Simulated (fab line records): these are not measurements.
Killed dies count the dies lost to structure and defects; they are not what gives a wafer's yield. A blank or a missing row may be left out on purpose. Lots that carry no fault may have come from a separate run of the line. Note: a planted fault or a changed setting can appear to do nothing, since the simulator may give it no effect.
Comparing a struck lot with a sound one | flow n5_finfet | 19 out of 1938 route steps
Sound: wafers L204.1, L204.3, L204.5. Struck: wafer L211.3 (left out: L211.1, a lot-mate that was not struck); the cause follows at the end.
At each step with rows: each side's tool, then ch and its chambers, then its first start. Under that, the readings that differ: sound wafers | struck wafers | difference of the means | sigmas: that difference in standard deviations of wafers without a fault.
alike: a reading whose means differ by less than 2 such deviations, as well as words and numbers matching on both sides. not compared: withheld readings; readings where some wafer has no value; bounds like >300 that might hide an equal value; numbers whose values overlap and for which the record gives no deviation.
A row with sigmas, a row that says differs or no value, or rows on one side alone: a step with any of these is where the two part. Numbers that don't overlap but have no deviation are shown without sigmas and don't part them. A reading missing from all wafers of one side parts the sides only when that side holds two or more wafers.

N5_BEOL_M13_ETCH_67: etches SiARC in CF4, target depth 143 nm, time 238.3 s.
  sound on rie_diel-02 ch 1,2,3, day 13 17:25; struck on rie_diel-04 ch 0, day 15 05:50
  alike: drypump_motor_current_A, etch_rf_on_time_s, mfc_ar_sccm, oes_product_au, rf_vpp_V, showerhead_plenum_p_Torr, throttle_valve_pct
  not compared: rf_hours_counter_h
N5_BEOL_M13_ETCH_68: etches SOC in N2/H2, time 355 s.
  sound on rie_diel-02 ch 1,2,3, day 13 17:34; struck on rie_diel-04 ch 0, day 15 05:59
  alike: drypump_motor_current_A, oes_product_au, rf_vpp_V, showerhead_plenum_p_Torr, throttle_valve_pct
  not compared: rf_hours_counter_h
then, 1 step without rows for these wafers: N5_BEOL_M13_STRIP_69 (strips in N2/H2).
N5_BEOL_M13_TRENCH_ETCH_34: etches SiOC in C4F8/O2/Ar, target depth 413.47 nm, time 162.6 s.
  sound on rie_diel-02 ch 1,2,3, day 13 17:47; struck on rie_diel-04 ch 0, day 15 06:13
  reading            | sound             | struck | difference | sigmas
  mfc_ar_sccm (sccm) | 399.7 399.1 399.7 | 403.0  | +3.5       | +3
  alike: drypump_motor_current_A, he_inner_torr, oes_product_au, rf_vpp_V, showerhead_plenum_p_Torr, throttle_valve_pct
  not compared: rf_hours_counter_h
then, 1 step without rows for these wafers: N5_BEOL_M13_STRIP_70 (strips in C4F8/O2/Ar).
N5_BEOL_M13_OCD_MEAS_35:
  sound: ocd-01 at day 13 17:58; struck: ocd-01 at day 15 06:23
  alike: trench_depth_nm
then, 4 steps without rows for these wafers: N5_BEOL_M13_STRIP_37 (strips in N2/H2); N5_BEOL_M13_ETCH_38 (etches SiCN in CF4/N2, target depth 67.5 nm, time 71.9 s); N5_BEOL_M13_PRECLEAN_39 (cleans in residue remover, time 60 s); N5_BEOL_M13_SRD_40 (time 30 s, dry time 30 s).
N5_BEOL_M13_DEGAS_41: time 60 s.
  sound: pvd_sputter-03 at day 13 18:51; struck: pvd_sputter-02 at day 15 08:37
  alike: heater_power_w
then, 1 step without rows for these wafers: N5_BEOL_M13_PRE_CLEAN_42 (time 30 s).
N5_BEOL_M13_SPUTTER_43: material TaN, target thk 15 nm, time 24.19 s.
  sound: pvd_sputter-03 at day 13 18:56; struck: pvd_sputter-02 at day 15 08:42
  reading                                      | sound      | struck | difference | sigmas
  model.TaN_of_BEOL_M13_SPUTTER_43.thk_nm (nm) | 15 15 14.8 | 26.4   | +11.5      |
  alike: throttle_valve_pct
then, 1 step without rows for these wafers: N5_BEOL_M13_SPUTTER_44 (material Ta, target thk 10 nm, time 16.13 s).
N5_BEOL_M13_SPUTTER_45: material Cu, target thk 80 nm, time 13.33 s.
  sound: pvd_sputter-03 at day 13 19:05; struck: pvd_sputter-02 at day 15 08:52
  alike: throttle_valve_pct
then, 2 steps without rows for these wafers: N5_BEOL_M13_ECD_47 (material Cu, target thk 936 nm); N5_BEOL_M13_ANNEAL_48 (time 90 s).
N5_BEOL_M13_CMP_49: polishes, stops on SiOC, t overpolish 17.1 s, target thk 420 nm.
  sound on cmp-02 ch 1,2,3, day 13 19:40; struck on cmp-04 ch 2, day 15 09:26
  reading                      | sound          | struck | difference | sigmas
  barrier_field_endpoint_s (s) | 31.0 31.0 29.9 | 45.1   | +14.5      | +15
  alike: motor_current_A, platen_rpm
N5_BEOL_M13_THK_MEAS_50: measures by xrf.
  sound: film_metro-01 at day 13 19:58; struck: film_metro-01 at day 15 09:44
  reading      | sound       | struck | difference | sigmas
  M13_THK (nm) | 435 428 423 | 397    | -32        | -4

== WHERE THEY PART ==
First at N5_BEOL_M13_TRENCH_ETCH_34; last, within this record, at N5_BEOL_M13_THK_MEAS_50.

WHY: what had been put in by the simulator
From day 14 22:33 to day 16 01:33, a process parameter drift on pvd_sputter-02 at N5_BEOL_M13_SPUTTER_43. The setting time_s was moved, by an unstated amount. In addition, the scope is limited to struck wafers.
